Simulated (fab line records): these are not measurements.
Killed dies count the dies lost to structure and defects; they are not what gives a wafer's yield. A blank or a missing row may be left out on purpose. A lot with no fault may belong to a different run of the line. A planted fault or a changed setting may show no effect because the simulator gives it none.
Chamber matching    flow n5Finfet    N5_FIN_SAQP_PECVD_06 on pecvd-04 has 3 sister chambers
The step deposits a-Si from SiH4/He, target thk 60 nm, time 48.1 s. 6 wafers are shown with their chamber, then 7 later ones without.

## WAFERS PAIRED WITH THEIR CHAMBERS
wafer   chamber  throttleValvePct (%)  showerheadPlenumPTorr (Torr)
L083.2  2        16.4                  5.69
L091.4  0        18.6                  5.63
L091.5  2        16.7                  5.68
L091.6  1        17.6                  5.70
L095.1  1        17.8                  5.71
L095.3  0        19.0                  5.66

## WAFERS WITHOUT THEIR CHAMBER
wafer   throttleValvePct (%)  showerheadPlenumPTorr (Torr)
L095.4  17.8                  5.70
L096.2  17.7                  5.70
L096.3  18.5                  5.64
L096.6  16.5                  5.69
L097.1  17.6                  5.69
L097.4  17.6                  5.70
L097.5  18.7                  5.65

## WHICH CHAMBER EACH ONE RAN IN
wafer   from the rows above  in truth
L095.4  1                    1
L096.2  1                    1
L096.3  0                    0
L096.6  2                    2
L097.1  1                    1
L097.4  1                    1
L097.5  0                    0
Correct placement for 7 of the 7. Left unplaced by these rows: 0. Placed wrongly: 0.
How it was worked out, from the rows above alone: a wafer's distance from a chamber is the root of the sum, over the readings, of the square of ((its reading less the chamber's mean) divided by the reading's scatter). The wafer belongs to the nearest chamber; if the next one is less than 2 further off, it can't be placed. For every chamber, the mean is computed from those of its wafers that are shown. The scatter: the root of (the sum of the squares of (reading less its chamber's mean) over the shown wafers, divided by (wafers less chambers)).
